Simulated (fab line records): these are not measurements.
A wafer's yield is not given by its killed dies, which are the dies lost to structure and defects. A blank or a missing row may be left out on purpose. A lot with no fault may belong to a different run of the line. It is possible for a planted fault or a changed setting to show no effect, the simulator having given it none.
Chamber matching + flow n5_finfet + N5_BEOL_M5_DESCUM_33 on rie_diel-01 has 4 sister chambers
The step chemistry O2, time 7 s. 16 wafers are shown with their chamber, then 8 later ones without.

== WAFERS, EACH WITH ITS CHAMBER ==
| wafer  | chamber | showerhead_plenum_p_Torr (Torr) | throttle_valve_pct (%) | drypump_motor_current_A (A) |
|--------|---------|---------------------------------|------------------------|-----------------------------|
| L082.1 | 1       | 2.23                            | 19.97                  | 5.8                         |
| L082.2 | 0       | 2.09                            | 20.09                  | 6.4                         |
| L082.5 | 1       | 2.23                            | 19.97                  | 5.8                         |
| L085.3 | 0       | 2.09                            | 20.10                  | 6.5                         |
| L085.4 | 3       | 2.07                            | 20.07                  | 5.3                         |
| L085.5 | 0       | 2.09                            | 20.11                  | 6.5                         |
| L087.1 | 3       | 2.06                            | 20.07                  | 5.4                         |
| L087.2 | 1       | 2.22                            | 20.00                  | 5.8                         |
| L087.3 | 2       | 2.11                            | 20.28                  | 5.7                         |
| L089.1 | 3       | 2.06                            | 20.08                  | 5.4                         |
| L089.2 | 2       | 2.11                            | 20.28                  | 5.7                         |
| L089.3 | 0       | 2.09                            | 20.10                  | 6.4                         |
| L088.1 | 0       | 2.09                            | 20.11                  | 6.4                         |
| L088.4 | 2       | 2.11                            | 20.28                  | 5.7                         |
| L088.6 | 0       | 2.09                            | 20.11                  | 6.4                         |
| L090.3 | 2       | 2.11                            | 20.28                  | 5.7                         |

SIGNATURES (averages over the wafers above)
| reading                  | chamber 0 | chamber 1 | chamber 2 | chamber 3 | scatter within a chamber |
|--------------------------|-----------|-----------|-----------|-----------|--------------------------|
| showerhead_plenum_p_Torr | 2.0900    | 2.2267    | 2.1100    | 2.0633    | 0.00333                  |
| throttle_valve_pct       | 20.1033   | 19.9800   | 20.2800   | 20.0733   | 0.00913                  |
| drypump_motor_current_A  | 6.433     | 5.800     | 5.700     | 5.367     | 0.0408                   |
Rule: a wafer's distance from a chamber is the root of the sum, over the readings, of the square of ((its reading less the chamber's mean) divided by the reading's scatter). The wafer belongs to the nearest chamber; if the next one is less than 2 further off, it can't be placed. How the scatter is found: for the shown wafers, subtract from each reading the mean of its chamber, square and add these, divide the total by (wafers less chambers), then take the root.

== WAFERS WHOSE CHAMBER IS MISSING ==
| wafer  | showerhead_plenum_p_Torr (Torr) | throttle_valve_pct (%) | drypump_motor_current_A (A) |
|--------|---------------------------------|------------------------|-----------------------------|
| L090.4 | 2.09                            | 20.12                  | 6.4                         |
| L090.6 | 2.09                            | 20.12                  | 6.4                         |
| L091.2 | 2.22                            | 20.03                  | 5.8                         |
| L091.4 | 2.08                            | 20.13                  | 6.4                         |
| L091.6 | 2.11                            | 20.28                  | 5.7                         |
| L097.1 | 2.06                            | 20.12                  | 5.4                         |
| L097.2 | 2.11                            | 20.29                  | 5.7                         |
| L097.3 | 2.08                            | 20.16                  | 6.5                         |

== WHICH CHAMBER EACH ONE RAN IN ==
| wafer  | from the rows above | in truth |
|--------|---------------------|----------|
| L090.4 | 0                   | 0        |
| L090.6 | 0                   | 0        |
| L091.2 | 1                   | 1        |
| L091.4 | 0                   | 0        |
| L091.6 | 2                   | 2        |
| L097.1 | 3                   | 3        |
| L097.2 | 2                   | 2        |
| L097.3 | 0                   | 0        |
8 of 8 placed correctly. Can't be placed from these rows: 0. Number placed wrongly: 0.
